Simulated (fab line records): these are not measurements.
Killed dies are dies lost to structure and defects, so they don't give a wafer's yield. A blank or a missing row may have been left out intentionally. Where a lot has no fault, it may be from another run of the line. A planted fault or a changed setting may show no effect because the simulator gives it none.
fab line records	flow n5Finfet
[record] lots = 7	wafers = 21
route steps=1938 shown BEOL_M14@1753 BEOL_M15@1808 PASS1_CAP@1873 TV_LITHO@1879 TV_OPEN@1887 PASSIVATION@1915
startH: hours from the record's first day to the start of the lot's first wafer shown	waitH: time in hours since the lot's previous step	" as in the row above	L1.1+2: several wafers, shown together as one row	- no value, or no start given	* or withheld: withheld	< > ~ a bound
route shown NAME@n: NAME is a module with steps in the file, n the number in the route of the first one	usual: mean and standard deviation over wafers with no fault	same: alike in all rows	chamber/n: place in a boat	sites: the reading at each site	_std_site: their standard deviation	_edge_site: inner sites' mean taken away from outer sites' mean	radiusMm: how far each site lies from the wafer's centre	mask NAME#n: copy n	behind: the last tool/chamber to shape the wafer	hold: why the lot was held/for how many hours/how that ended	device: transistor that didn't switch, given as n, p or np	end of line: at the end of the route, the tests of the same wafers	where a step has no rows: the recipe by itself	killed: the dies lost at the first sort to structure and to defects; this is not the yield of the wafer	map: the dies of a wafer, with x for killed, . for not killed, _ for no die there
set.NAME: the run value of the setting; set.NAME@STEP: its run value at that earlier step	model.NAME: the simulator's own value behind a step, which no gauge read
lots with deliberately changed settings; one table per step, one row per wafer
[[steps]]
[step N5_BEOL_M14_TRENCH_ETCH_34]
[recipe] chemistry = C4F8/O2/Ar	target = SiO2	targetDepthA = 5566.5	maskMaterial = SOC	heInnerTorr = 15	heOuterTorr = 30	timeS = 126.9	ionEnergyEv = 800	pressureMtorr = 20	sourceW = 1905	biasW = 2040	Ar_flow_sccm = 400	C4F8_flow_sccm = 16	O2_flow_sccm = 12
[usual] rfVppV = 2222/12
lot.wafer	tool	chamber	startH	waitH	set.biasW	rfVppV	model.etch.depthNm
L079.1	rieDiel-02	3	271.41	0.0	2040	2228	559.5
L079.4	"	2	"	"	2040	2215	562.3
L079.6	"	0	"	"	2040	2246	560.5
L080.2	rieDiel-01	3	277.92	0.0	2040	2230	560.6
L080.3	"	0	"	"	1771	2011	541.1
L080.6	"	0	"	"	1771	2010	542.3
L083.2	rieDiel-01	3	315.35	0.0	2040	2229	555.4
L083.3	"	1	"	"	2211	2361	570.5
L083.4	"	2	"	"	2040	2218	553.4
L086.4	rieDiel-02	2	343.19	0.0	2040	2212	567.9
L086.5	"	3	"	"	2040	2227	560.5
L086.6	"	0	"	"	2040	2245	559.5
L088.1	rieDiel-02	1	344.64	0.0	2040	2207	551.2
L088.4	"	1	"	"	2040	2207	552.6
L088.6	"	2	"	"	2040	2214	562.4
L089.4	rieDiel-02	2	345.82	0.1	2339	2431	583.6
L089.5	"	1	"	"	2040	2206	553.1
L089.6	"	0	"	"	2339	2466	580.3
L094.2	rieDiel-01	3	368.57	0.0	2040	2230	556.8
L094.3	"	2	"	"	2040	2219	555
L094.6	"	3	"	"	1790	2033	534.4
[step N5_BEOL_M14_STRIP_70]
[recipe] chemistry = C4F8/O2/Ar	resist = SiARC	rfFrequencyHz = 6e+07
[step N5_BEOL_M14_OCD_MEAS_35]
[usual] trenchDepthNm = 561/6.6
lot.wafer	tool	chamber	startH	waitH	set.biasW@BEOL_M14_TRENCH_ETCH_34	trenchDepthNm
L079.1	ocd-02	-	271.57	0.0	2040	560
L079.4	"	-	"	"	2040	562
L079.6	"	-	"	"	2040	561
L080.2	ocd-01	-	278.07	0.0	2040	561
L080.3	"	-	"	"	1771	541
L080.6	"	-	"	"	1771	542
L083.2	ocd-01	-	315.50	0.0	2040	555
L083.3	"	-	"	"	2211	570
L083.4	"	-	"	"	2040	554
L086.4	ocd-01	-	343.35	0.0	2040	568
L086.5	"	-	"	"	2040	561
L086.6	"	-	"	"	2040	559
L088.1	ocd-02	-	344.80	0.0	2040	551
L088.4	"	-	"	"	2040	553
L088.6	"	-	"	"	2040	563
L089.4	ocd-01	-	345.92	0.0	2339	584
L089.5	"	-	"	"	2040	553
L089.6	"	-	"	"	2339	581
L094.2	ocd-02	-	368.72	0.0	2040	557
L094.3	"	-	"	"	2040	554
L094.6	"	-	"	"	1790	534
[step N5_BEOL_M14_STRIP_37]
[recipe] chemistry = O2	powerW = 600	tempC = 60	pressureMtorr = 30	rfFrequencyHz = 6e+07	biasPowerW = 0	overashFraction = 0.3	o2FlowSccm = 225
[step N5_BEOL_M14_ETCH_38]
[recipe] chemistry = CF4/N2	target = SiCN	targetDepthA = 1065	taperDeg = 2	timeS = 120.6	ionEnergyEv = 150	maskMaterial = SiO2	pressureMtorr = 40	sourceW = 430	biasW = 70	Ar_flow_sccm = 100	cf4FlowSccm = 60	n2FlowSccm = 60
[step N5_BEOL_M14_ECD_47]
[recipe] material = Cu	targetThkA = 12480
[step N5_BEOL_M14_ANNEAL_48]
[recipe] tempC = 225	timeS = 90	ambient = N2
[step N5_BEOL_M14_CMP_49]
[recipe] stopOn = SiO2	tOverpolishS = 5.2	downForcePsi = 2	platenRpm = 80	clearingPlatenDownForcePsi = 2	clearingPlatenRpm = 80	postCmpClean = cuAlkaline	targetThkNm = 560	clearingPlatenPadVelocityMS = 1.5917	padVelocityMS = 1.5917
lot.wafer	tool	chamber	startH	waitH	set.biasW@BEOL_M14_TRENCH_ETCH_34	model.Cu_of_BEOL_M14_ECD_47.thkNm
L079.4	cmp-04	0	274.96	0.1	2040	566.6
L079.1	"	3	"	"	2040	564.6
L079.6	"	1	"	"	2040	565
L080.3	cmp-04	0	280.97	0.7	1771	545.8
L080.2	"	1	"	"	2040	563.6
L080.6	"	0	"	"	1771	546.2
L083.2	cmp-02	0	316.85	0.3	2040	559.4
L083.3	"	1	"	"	2211	573.2
L083.4	"	2	"	"	2040	555.6
L086.4	cmp-02	2	344.92	0.2	2040	570
L086.5	"	0	"	"	2040	563.8
L086.6	"	1	"	"	2040	563
L088.4	cmp-02	0	347.69	0.1	2040	554.4
L088.1	"	1	"	"	2040	553.6
L088.6	"	0	"	"	2040	565.2
L089.4	cmp-04	1	348.05	0.1	2339	587
L089.6	"	1	"	"	2339	584.2
L089.5	"	2	"	"	2040	556.4
L094.2	cmp-04	0	371.40	0.4	2040	560.8
L094.3	"	2	"	"	2040	557.4
L094.6	"	0	"	"	1790	537.2
[step N5_BEOL_M14_THK_MEAS_50]
[recipe] thkMeasGauge = xrf	reads = Cu_of_BEOL_M14_ECD_47
[usual] M14_THK = 568/7.5
lot.wafer	tool	chamber	startH	waitH	set.biasW@BEOL_M14_TRENCH_ETCH_34	M14_THK[nm]
L079.1	filmMetro-01	-	275.26	-	2040	571
L079.4	"	-	"	"	2040	575
L079.6	"	-	"	"	2040	574
L080.2	filmMetro-01	-	281.26	-	2040	571
L080.3	"	-	"	"	1771	551
L080.6	"	-	"	"	1771	554
L083.2	filmMetro-01	-	317.10	-	2040	564
L083.3	"	-	"	"	2211	576
L083.4	"	-	"	"	2040	558
L086.4	filmMetro-01	-	345.14	-	2040	571
L086.5	"	-	"	"	2040	566
L086.6	"	-	"	"	2040	565
L088.1	filmMetro-01	-	347.98	-	2040	549
L088.4	"	-	"	"	2040	553
L088.6	"	-	"	"	2040	561
L089.4	filmMetro-01	-	348.34	-	2339	586
L089.5	"	-	"	"	2040	559
L089.6	"	-	"	"	2339	583
L094.2	filmMetro-02	-	371.66	-	2040	566
L094.3	"	-	"	"	2040	557
L094.6	"	-	"	"	1790	539
[step N5_BEOL_M14_PRE_CLEAN_52]
[recipe] gas = NH3	timeS = 15	tempC = withheld	rfPowerW = 300
[step N5_BEOL_M14_DEP_53]
[recipe] material = SiCN	targetThkA = 500	tempC = withheld	precursor = 3MS/NH3	pressureTorr = 3	rfW = 675	timeS = 17.8
[step N5_BEOL_M14_RS_MEAS_54]
[recipe] thkMeasGauge = four-point-probe	reads = Cu_of_BEOL_M14_ECD_47+Ta_of_BEOL_M14_SPUTTER_44+TaN_of_BEOL_M14_SPUTTER_43
[usual] M14_RS = 0.0329/0.00039
lot.wafer	tool	chamber	startH	waitH	set.biasW@BEOL_M14_TRENCH_ETCH_34	M14_RS[ohm/sq]
L079.1	filmMetro-01	-	275.39	0.0	2040	0.0329
L079.4	"	-	"	"	2040	0.0329
L079.6	"	-	"	"	2040	0.0329
L080.2	filmMetro-01	-	281.39	0.1	2040	0.0329
L080.3	"	-	"	"	1771	0.0341
L080.6	"	-	"	"	1771	0.0340
L083.2	filmMetro-01	-	317.23	0.1	2040	0.0332
L083.3	"	-	"	"	2211	0.0323
L083.4	"	-	"	"	2040	0.0334
L086.4	filmMetro-02	-	345.27	0.0	2040	0.0325
L086.5	"	-	"	"	2040	0.0329
L086.6	"	-	"	"	2040	0.0330
L088.1	filmMetro-02	-	348.11	0.0	2040	0.0335
L088.4	"	-	"	"	2040	0.0334
L088.6	"	-	"	"	2040	0.0328
L089.4	filmMetro-02	-	348.47	0.0	2339	0.0316
L089.5	"	-	"	"	2040	0.0334
L089.6	"	-	"	"	2339	0.0317
L094.2	filmMetro-01	-	371.78	0.1	2040	0.0332
L094.3	"	-	"	"	2040	0.0333
L094.6	"	-	"	"	1790	0.0346
[step N5_BEOL_M15_ETCH_61]
[recipe] chemistry = N2/H2	target = BARC	targetDepthA = 890	overetchA = 267	timeS = 67.9	ionEnergyEv = 200	pressureMtorr = 30	sourceW = 840	biasW = 150	n2FlowSccm = 200	h2FlowSccm = 200
lot.wafer	tool	chamber	startH	waitH	set.timeS	model.coat_of_BEOL_M15_COAT_22.thkNm
L079.1	rieDiel-04	0	277.58	0.0	67.9	717.6
L079.4+6	"	2,3	"	"	67.9	717.8
L080.2	rieDiel-05	2	283.84	0.0	63.39	721.2
L080.3	"	1	"	"	63.39	723.4
L080.6	"	1	"	"	67.9	717.6
L083.2	rieDiel-03	1	319.44	0.0	67.9	718.4
L083.3	"	2	"	"	67.9	720.4
L083.4	"	0	"	"	55.07	732.2
L086.4	rieDiel-04	1	347.81	0.0	67.9	719.6
L086.5	"	0	"	"	67.9	718.4
L086.6	"	1	"	"	62.69	727
L088.1	rieDiel-04	3	350.62	0.0	67.9	714
L088.4	"	3	"	"	67.9	716.6
L088.6	"	0	"	"	67.9	713
L089.4	rieDiel-04	3	350.89	0.0	76.88	713.6
L089.5	"	0	"	"	67.9	719.8
L089.6	"	1	"	"	76.88	712.6
L094.2	rieDiel-03	2	374.21	0.0	77.31	708.2
L094.3	"	3	"	"	67.9	718.2
L094.6	"	1	"	"	67.9	720.2
[step N5_BEOL_M15_TRENCH_ETCH_34]
[recipe] chemistry = C4F8/O2/Ar	target = SiO2	targetDepthA = 8729.3	heInnerTorr = 15	heOuterTorr = 30	timeS = 199	ionEnergyEv = 800	pressureMtorr = 20	sourceW = 1905	biasW = 2040	Ar_flow_sccm = 400	C4F8_flow_sccm = 16	O2_flow_sccm = 12
lot.wafer	tool	chamber	startH	waitH	set.timeS	model.etch.depthNm
L079.1	rieDiel-04	0	277.64	0.0	199	871.1
L079.4	"	2	"	"	199	855.2
L079.6	"	3	"	"	199	843.6
L080.2	rieDiel-05	2	283.89	0.0	199	861.8
L080.3	"	1	"	"	225.2	982
L080.6	"	1	"	"	199	864.1
L083.2	rieDiel-03	1	319.49	0.0	199	887.3
L083.3	"	2	"	"	199	878.8
L083.4	"	0	"	"	223.4	970.8
L086.4	rieDiel-04	1	347.86	0.0	199	864.8
L086.5	"	0	"	"	199	872.6
L086.6	"	1	"	"	199	859.1
L088.1	rieDiel-04	3	350.67	0.0	182.5	776.4
L088.4	"	3	"	"	199	846.8
L088.6	"	0	"	"	182.5	789.4
L089.4	rieDiel-04	3	350.99	0.1	199	857.9
L089.5	"	0	"	"	199	880.6
L089.6	"	1	"	"	199	865.6
L094.2	rieDiel-03	2	374.26	0.0	225.5	999
L094.3	"	3	"	"	199	876.1
L094.6	"	1	"	"	225.5	1008
[step N5_BEOL_M15_STRIP_36]
[recipe] chemistry = O2	powerW = 600	tempC = 60	pressureMtorr = 30	rfFrequencyHz = 6e+07	biasPowerW = 0	overashFraction = 0.3	o2FlowSccm = 225
[step N5_BEOL_M15_ECD_47]
[recipe] material = Cu	targetThkA = 18600
[step N5_BEOL_M15_ANNEAL_48]
[recipe] tempC = 225	timeS = 90	ambient = N2
[step N5_BEOL_M15_CMP_49]
[recipe] stopOn = SiO2	tOverpolishS = 4.9	downForcePsi = 2	platenRpm = 80	clearingPlatenDownForcePsi = 2	clearingPlatenRpm = 80	postCmpClean = cuAlkaline	targetThkNm = 850	clearingPlatenPadVelocityMS = 1.5917	padVelocityMS = 1.5917
lot.wafer	tool	chamber	startH	waitH	set.timeS@BEOL_M15_TRENCH_ETCH_34	model.Cu_of_BEOL_M15_ECD_47.thkNm
L079.1	cmp-01	0	281.14	0.7	199	847.2
L079.4	"	1	"	"	199	832.2
L079.6	"	2	"	"	199	821
L080.3	cmp-01	2	285.51	0.2	225.2	958
L080.2	"	1	"	"	199	840.4
L080.6	"	2	"	"	199	843.6
L083.4	cmp-03	2	322.17	0.1	223.4	948.6
L083.3	"	3	"	"	199	855.6
L083.2	"	0	"	"	199	865.8
L086.4	cmp-02	1	351.01	0.1	199	841
L086.6	"	1	"	"	199	835.6
L086.5	"	2	"	"	199	848.6
L088.4	cmp-02	3	352.97	0.1	199	825.4
L088.1	"	0	"	"	182.5	753.6
L088.6	"	0	"	"	182.5	766.8
L089.4	cmp-02	1	355.06	0.1	199	837
L089.5	"	1	"	"	199	858.4
L089.6	"	2	"	"	199	841.4
L094.2	cmp-03	2	376.47	0.2	225.5	975.6
L094.3	"	3	"	"	199	852.2
L094.6	"	1	"	"	225.5	982.8
[step N5_BEOL_M15_THK_MEAS_50]
[recipe] thkMeasGauge = xrf	reads = Cu_of_BEOL_M15_ECD_47
[usual] M15_THK = 849/15
lot.wafer	tool	chamber	startH	waitH	set.timeS@BEOL_M15_TRENCH_ETCH_34	M15_THK[nm]
L079.1	filmMetro-02	-	281.36	-	199	845
L079.4	"	-	"	"	199	831
L079.6	"	-	"	"	199	820
L080.2	filmMetro-01	-	285.81	-	199	859
L080.3	"	-	"	"	225.2	979
L080.6	"	-	"	"	199	861
L083.2	filmMetro-01	-	322.46	-	199	869
L083.3	"	-	"	"	199	851
L083.4	"	-	"	"	223.4	949
L086.4	filmMetro-02	-	351.31	-	199	841
L086.5	"	-	"	"	199	846
L086.6	"	-	"	"	199	831
L088.1	filmMetro-02	-	353.26	-	182.5	752
L088.4	"	-	"	"	199	825
L088.6	"	-	"	"	182.5	767
L089.4	filmMetro-01	-	355.36	-	199	837
L089.5	"	-	"	"	199	856
L089.6	"	-	"	"	199	840
L094.2	filmMetro-02	-	376.73	-	225.5	979
L094.3	"	-	"	"	199	858
L094.6	"	-	"	"	225.5	989
[step N5_BEOL_M15_PRE_CLEAN_52]
[recipe] gas = NH3	timeS = 15	tempC = withheld	rfPowerW = 300
[step N5_BEOL_M15_DEP_53]
[recipe] material = SiCN	targetThkA = 500	tempC = withheld	precursor = 3MS/NH3	pressureTorr = 3	rfW = 675	timeS = 17.8
[step N5_BEOL_M15_RS_MEAS_54]
[recipe] thkMeasGauge = four-point-probe	reads = Cu_of_BEOL_M15_ECD_47+Ta_of_BEOL_M15_SPUTTER_44+TaN_of_BEOL_M15_SPUTTER_43
[usual] M15_RS = 0.0216/0.00035
lot.wafer	tool	chamber	startH	waitH	set.timeS@BEOL_M15_TRENCH_ETCH_34	M15_RS[ohm/sq]
L079.1	filmMetro-01	-	281.49	0.0	199	0.0216
L079.4	"	-	"	"	199	0.0220
L079.6	"	-	"	"	199	0.0223
L080.2	filmMetro-01	-	285.93	0.1	199	0.0218
L080.3	"	-	"	"	225.2	0.0190
L080.6	"	-	"	"	199	0.0217
L083.2	filmMetro-02	-	322.59	0.1	199	0.0211
L083.3	"	-	"	"	199	0.0213
L083.4	"	-	"	"	223.4	0.0192
L086.4	filmMetro-01	-	351.44	0.0	199	0.0218
L086.5	"	-	"	"	199	0.0216
L086.6	"	-	"	"	199	0.0220
L088.1	filmMetro-02	-	353.42	0.1	182.5	0.0243
L088.4	"	-	"	"	199	0.0222
L088.6	"	-	"	"	182.5	0.0239
L089.4	filmMetro-02	-	355.49	0.0	199	0.0218
L089.5	"	-	"	"	199	0.0213
L089.6	"	-	"	"	199	0.0217
L094.2	filmMetro-01	-	376.86	0.1	225.5	0.0187
L094.3	"	-	"	"	199	0.0215
L094.6	"	-	"	"	225.5	0.0186
[step N5_PASSIVATION_PECVD_55]
[recipe] material = SiO2	targetThkA = 4000	tempC = 400	precursor = SiH4/N2O	pressureTorr = 2.7	rfW = 608	timeS = 22.5
lot.wafer	tool	chamber	startH	waitH	set.timeS	model.SiO2_of_PASSIVATION_PECVD_55.thkNm
L079.1	pecvd-02	0	287.13	0.0	22.5	403.6
L079.4	"	1	"	"	22.5	405.2
L079.6	"	0	"	"	22.5	406.6
L080.2	pecvd-02	2	291.26	0.0	22.5	399.6
L080.3	"	0	"	"	22.5	398.8
L080.6	"	1	"	"	22.5	409.8
L083.2	pecvd-03	1	328.44	0.0	22.5	393
L083.3	"	2	"	"	24.39	432.2
L083.4	"	2	"	"	22.5	407
L086.4+5	pecvd-02	0	356.63	0.0	19.99	353.2
L086.6	"	1	"	"	22.5	396.4
L088.1	pecvd-03	1	360.62	0.0	22.5	403.6
L088.4	"	0	"	"	22.5	402.6
L088.6	"	2	"	"	24.47	441.4
L089.4	pecvd-03	2	361.33	0.0	24.64	435.2
L089.5	"	1	"	"	24.64	441.6
L089.6	"	0	"	"	22.5	401.8
L094.2	pecvd-03	1	384.97	0.0	21.44	372.6
L094.3	"	0	"	"	22.5	393.8
L094.6	"	1	"	"	22.5	401.4
[step N5_PASSIVATION_EXPOSE_07]
[recipe] maskId = TV	na = 0.55	sourceShape = conventional	sigmaOuter = 0.8	polarization = unpolarized	defocusNm = 0	targetCdNm = 3000	doseMj = 22.75
lot.wafer	tool	chamber	startH	waitH	mask	set.doseMj
L079.1+4+6	krfScanner-01	0	288.13	-	TV#0	22.75
L080.2+3+6	krfScanner-01	0	292.93	-	TV#0	22.75
L083.2+3+4	krfScanner-02	0	330.73	-	TV#0	22.75
L086.4+6	krfScanner-02	0	357.95	-	TV#0	21.89
L086.5	"	0	"	"	TV#0	22.75
L088.1	krfScanner-01	0	364.01	-	TV#0	22.21
L088.4+6	"	0	"	"	TV#0	22.75
L089.4	krfScanner-01	0	367.24	-	TV#0	23.56
L089.5+6	"	0	"	"	TV#0	22.75
L094.2+3	krfScanner-02	0	387.01	-	TV#0	24.2
L094.6	"	0	"	"	TV#0	22.75
[step N5_PASSIVATION_PEB_08]
[recipe] pebTempC = withheld	pebTimeS = *
[step N5_PASSIVATION_DEVELOP_09]
[recipe] developTimeS = 60	rinseLiquid = diw	dry = airSpin	devTempC = 21
[step N5_PASSIVATION_HARDBAKE_11]
[recipe] tempC = 130	timeS = 120
[step N5_PASSIVATION_CD_MEAS_10]
[recipe] targetCdNm = 3000	landingEnergyEv = 500	detector = seInlens
[usual] cdNm = 2999.4/1.5
lot.wafer	tool	chamber	startH	waitH	set.doseMj@PASSIVATION_EXPOSE_07	cdNm
L079.1	cdSem-02	0	288.30	-	22.75	3001.5
L079.4	"	0	"	"	22.75	2999.7
L079.6	"	0	"	"	22.75	2998.4
L080.2	cdSem-02	0	293.10	-	22.75	3000.1
L080.3	"	0	"	"	22.75	2998.2
L080.6	"	0	"	"	22.75	3000.7
L083.2	cdSem-01	0	330.91	-	22.75	3000.8
L083.3	"	0	"	"	22.75	2997.5
L083.4	"	0	"	"	22.75	3000.8
L086.4	cdSem-02	0	358.12	-	21.89	2990.6
L086.5	"	0	"	"	22.75	2996.9
L086.6	"	0	"	"	21.89	2988.9
L088.1	cdSem-01	0	364.18	-	22.21	2995.5
L088.4	"	0	"	"	22.75	2999.9
L088.6	"	0	"	"	22.75	2999.2
L089.4	cdSem-03	0	367.40	-	23.56	3006.4
L089.5	"	0	"	"	22.75	3000.1
L089.6	"	0	"	"	22.75	2998.6
L094.2	cdSem-01	0	387.18	-	24.2	3011.7
L094.3	"	0	"	"	24.2	3012.4
L094.6	"	0	"	"	22.75	2998.7
[step N5_PASSIVATION_DESCUM_12]
[recipe] chemistry = O2	timeS = 7.9	sourcePowerW = 50	biasPowerW = 20	pressureMtorr = 20	rfFrequencyHz = 2.712e+07	tempC = 40	o2FlowSccm = 225
[step N5_PASSIVATION_PASS_ETCH_74]
[recipe] chemistry = CF4/O2	target = SiNx	targetDepthA = 2200	timeS = 110	ionEnergyEv = 100	pressureMtorr = 40	sourceW = 535	biasW = 49	Ar_flow_sccm = 100	cf4FlowSccm = 100	O2_flow_sccm = 10
[step N5_PASSIVATION_VIA_ETCH_13]
[recipe] chemistry = CHF3/O2	target = SiO2	targetDepthA = 6600	CHF3_flow_sccm = 50	O2_flow_sccm = 5	Ar_flow_sccm = 200	timeS = 330	maskMaterial = PR	pressureMtorr = 30	sourceW = 650	biasW = 170	ionEnergyEv = 200	ends = cleared
[usual] etchRfOnTimeS = 238/4.5
lot.wafer	tool	chamber	startH	waitH	set.timeS@PASSIVATION_PECVD_55	etchRfOnTimeS
L079.1	rieDiel-04	3	288.78	0.0	22.5	242
L079.4	"	0	"	"	22.5	238
L079.6	"	2	"	"	22.5	239
L080.2	rieDiel-05	0	293.35	0.0	22.5	240
L080.3	"	1	"	"	22.5	240
L080.6	"	2	"	"	22.5	247
L083.2	rieDiel-03	3	331.50	0.0	22.5	231
L083.3	"	2	"	"	24.39	253
L083.4	"	0	"	"	22.5	241
L086.4	rieDiel-04	1	358.45	0.1	19.99	211
L086.5	"	3	"	"	19.99	213
L086.6	"	0	"	"	22.5	234
L088.1	rieDiel-03	2	364.57	0.0	22.5	235
L088.4	"	3	"	"	22.5	237
L088.6	"	1	"	"	24.47	253
L089.4	rieDiel-05	1	367.74	0.1	24.64	262
L089.5	"	3	"	"	24.64	258
L089.6	"	0	"	"	22.5	243
L094.2	rieDiel-05	2	387.43	0.0	21.44	218
L094.3	"	1	"	"	22.5	236
L094.6	"	2	"	"	22.5	238
[step N5_PASSIVATION_PECVD_53]
[recipe] material = SiO2	targetThkA = 8000	tempC = 400	precursor = TEOS/O2	pressureTorr = 6.5	rfW = withheld	teosFlowSccm = withheld	gas = O2	flowSccm = 2650	timeS = 169.4
lot.wafer	tool	chamber	startH	waitH	set.timeS	model.SiO2_of_PASSIVATION_PECVD_53.thkNm
L079.1	pecvd-04	1	291.59	0.0	169.4	794.4
L079.4	"	1	"	"	169.4	807.2
L079.6	"	0	"	"	169.4	801.2
L080.2	pecvd-02	0	296.12	0.0	169.4	791.4
L080.3	"	1	"	"	169.4	799.6
L080.6	"	2	"	"	180	847.6
L083.2	pecvd-01	1	334.19	0.0	169.4	792
L083.3	"	2	"	"	169.4	788.4
L083.4	"	1	"	"	169.4	809.8
L086.4	pecvd-04	2	361.14	0.1	169.4	800.8
L086.5	"	1	"	"	169.4	789.6
L086.6	"	0	"	"	169.4	798.2
L088.1	pecvd-04	1	369.41	0.0	169.4	790
L088.4	"	0	"	"	169.4	809.4
L088.6	"	2	"	"	155.1	739.2
L089.4	pecvd-01	0	370.70	0.1	169.4	799.2
L089.5	"	1	"	"	169.4	809
L089.6	"	2	"	"	169.4	806
L094.2	pecvd-01	1	390.15	0.0	169.4	782.2
L094.3	"	0	"	"	193.7	904.4
L094.6	"	1	"	"	193.7	907.6
[[key]]
[split] step = N5_BEOL_M14_TRENCH_ETCH_34	setting = biasW	stated = 2040	by = wafer
[response] step = N5_BEOL_M14_TRENCH_ETCH_34	reading = rfVppV	change = +16.3	per = 1%	r = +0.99
[response] step = N5_BEOL_M14_TRENCH_ETCH_34	reading = model.etch.depthNm	change = +1.76	per = 1%	r = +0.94
[response] step = N5_BEOL_M14_OCD_MEAS_35	reading = trenchDepthNm	change = +1.77	per = 1%	r = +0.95
[response] step = N5_BEOL_M14_CMP_49	reading = model.Cu_of_BEOL_M14_ECD_47.thkNm	change = +1.74	per = 1%	r = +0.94
[response] step = N5_BEOL_M14_THK_MEAS_50	reading = M14_THK	change = +1.69	per = 1%	r = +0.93
[response] step = N5_BEOL_M14_RS_MEAS_54	reading = M14_RS	change = -0.000107	per = 1%	r = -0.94
[split] step = N5_BEOL_M15_ETCH_61	setting = timeS	stated = 67.9	by = wafer
[response] step = N5_BEOL_M15_ETCH_61	reading = model.coat_of_BEOL_M15_COAT_22.thkNm	change = -0.696	per = 1%	r = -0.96
[split] step = N5_BEOL_M15_TRENCH_ETCH_34	setting = timeS	stated = 199	by = wafer
[response] step = N5_BEOL_M15_TRENCH_ETCH_34	reading = model.etch.depthNm	change = +8.55	per = 1%	r = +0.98
[response] step = N5_BEOL_M15_CMP_49	reading = model.Cu_of_BEOL_M15_ECD_47.thkNm	change = +8.49	per = 1%	r = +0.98
[response] step = N5_BEOL_M15_THK_MEAS_50	reading = M15_THK	change = +8.56	per = 1%	r = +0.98
[response] step = N5_BEOL_M15_RS_MEAS_54	reading = M15_RS	change = -0.0002	per = 1%	r = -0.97
[split] step = N5_PASSIVATION_PECVD_55	setting = timeS	stated = 22.5	by = wafer
[response] step = N5_PASSIVATION_PECVD_55	reading = model.SiO2_of_PASSIVATION_PECVD_55.thkNm	change = +4.04	per = 1%	r = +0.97
[response] step = N5_PASSIVATION_VIA_ETCH_13	reading = etchRfOnTimeS	change = *	per = 1%	r = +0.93
[split] step = N5_PASSIVATION_EXPOSE_07	setting = doseMj	stated = 22.75	by = wafer
[response] step = N5_PASSIVATION_CD_MEAS_10	reading = cdNm	change = +2.01	per = 1%	r = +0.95
[split] step = N5_PASSIVATION_PECVD_53	setting = timeS	stated = 169.4	by = wafer
[response] step = N5_PASSIVATION_PECVD_53	reading = model.SiO2_of_PASSIVATION_PECVD_53.thkNm	change = +8.26	per = 1%	r = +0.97
